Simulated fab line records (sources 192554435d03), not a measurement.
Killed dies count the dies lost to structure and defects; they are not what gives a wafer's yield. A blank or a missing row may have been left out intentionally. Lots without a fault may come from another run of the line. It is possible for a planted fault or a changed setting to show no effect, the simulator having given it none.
A single fault, viewed from 2 desks || flow n5Finfet || numbers are kept per desk, each desk with only its own; the story behind them comes last

THE TOOL OWNER'S DESK: lithoTrack-01
The tool's own readings at N5_BEOL_M2_COAT_73 (time 60 s, resist thk 5 nm): means of the sampled wafers that have a number, for each lot that ran on this tool. Marked OUT: a lot whose mean sits more than 4 standard deviations from the usual mean, which makes it out of limits; the brackets give that distance.
Columns: A = exhaustPa at N5_BEOL_M2_COAT_73, usual 45.0 Pa; B = heaterPowerTotalW at N5_BEOL_M2_COAT_73, usual 391.7 W; C = plateTempC at N5_BEOL_M2_COAT_73, usual 205.00 C
{"lot": "L328", "first seen here": "day 6 20:02", "A": 44.2, "B": 392.1, "C": 204.88}
{"lot": "L333", "first seen here": "day 8 03:51", "A": 46.1, "B": 391.8, "C": 205.13}
{"lot": "L336", "first seen here": "day 8 19:47", "A": 44.7, "B": 391.3, "C": 205.10}
{"lot": "L340", "first seen here": "day 11 00:47", "A": 45.4, "B": "348.0 (-34) OUT", "C": "186.57 (-99 or more) OUT"}
{"lot": "L342", "first seen here": "day 11 06:31", "A": 45.5, "B": "346.9 (-34) OUT", "C": "186.47 (-99 or more) OUT"}
Finding of this desk: L340, L342 out of limits; the first was L340 at day 11 00:47, on heaterPowerTotalW at N5_BEOL_M2_COAT_73. L328, L333, L336 stayed within limits.

METROLOGY DESK
Lot by lot, what the gauges showed, no matter which tool ran the lot: averages of those sampled wafers that carry a number. Marked OUT: a lot whose mean sits more than 4 standard deviations from the usual mean, which makes it out of limits; the brackets give that distance. It has 10 readings; the 7 that lie furthest out on some lot are the ones shown.
Columns: A = DIBL_N at N5_BEOL_M4_RC_MEAS_101, usual 36.0 mV/V; B = DIBL_P at N5_BEOL_M4_RC_MEAS_101, usual 35.6 mV/V; C = IOFF_N at N5_BEOL_M4_RC_MEAS_101, usual 0.15 nA/um; D = IOFF_P at N5_BEOL_M4_RC_MEAS_101, usual 0.19 nA/um; E = ION_N at N5_BEOL_M4_RC_MEAS_101, usual 668 uA/um; F = SS_P at N5_BEOL_M4_RC_MEAS_101, usual 73.4 mV/dec; G = VT_P at N5_BEOL_M4_RC_MEAS_101, usual -253 mV
{"lot": "L328", "first seen here": "day 9 01:53", "A": 35.4, "B": 34.9, "C": 0.12, "D": 0.15, "E": 663, "F": 73.0, "G": -258}
{"lot": "L331", "first seen here": "day 9 23:53", "A": 37.5, "B": 36.2, "C": 0.18, "D": 0.22, "E": 672, "F": 73.7, "G": -251}
{"lot": "L330", "first seen here": "day 10 10:39", "A": 36.4, "B": 35.9, "C": 0.17, "D": 0.20, "E": 675, "F": 73.3, "G": -252}
{"lot": "L333", "first seen here": "day 11 01:13", "A": 37.4, "B": 38.5, "C": 0.18, "D": 0.22, "E": 679, "F": 73.6, "G": -252}
{"lot": "L336", "first seen here": "day 12 13:13", "A": 33.9, "B": 34.3, "C": 0.13, "D": 0.18, "E": 659, "F": 72.8, "G": -252}
{"lot": "L340", "first seen here": "day 13 16:12", "A": 37.2, "B": 38.1, "C": 0.18, "D": 0.21, "E": 679, "F": 73.5, "G": -251}
{"lot": "L342", "first seen here": "day 13 17:46", "A": 36.3, "B": 37.6, "C": 0.17, "D": 0.19, "E": 667, "F": 73.6, "G": -256}
{"lot": "L345", "first seen here": "day 14 01:58", "A": 38.9, "B": 38.4, "C": 0.19, "D": 0.23, "E": 682, "F": 74.2, "G": -252}
{"lot": "L346", "first seen here": "day 14 19:54", "A": 37.6, "B": 37.1, "C": 0.18, "D": 0.21, "E": 677, "F": 73.4, "G": -252}
{"lot": "L350", "first seen here": "day 16 01:31", "A": 35.4, "B": 34.6, "C": 0.14, "D": 0.20, "E": 669, "F": 73.6, "G": -250}
This desk's verdict: no lot among the 10 shows anything out of limits.

BROUGHT TOGETHER
An alarm could have come from the tool owner's desk at day 11 00:47, on L340, L342.
At the metrology desk, nothing out of limits was observed.
The metrology desk has L340, L342 on record, within its limits.
N5_BEOL_M2_COAT_73 was run on lithoTrack-01 by each of the lots named.

WHAT HAD BEEN PUT IN BY THE SIMULATOR
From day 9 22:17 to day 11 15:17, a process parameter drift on lithoTrack-01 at N5_BEOL_M2_COAT_73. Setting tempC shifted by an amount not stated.
Shown lots that were struck: L340, L342.
Hours from the fault's start to each desk's first reading out of limits: the tool owner's desk, 26.
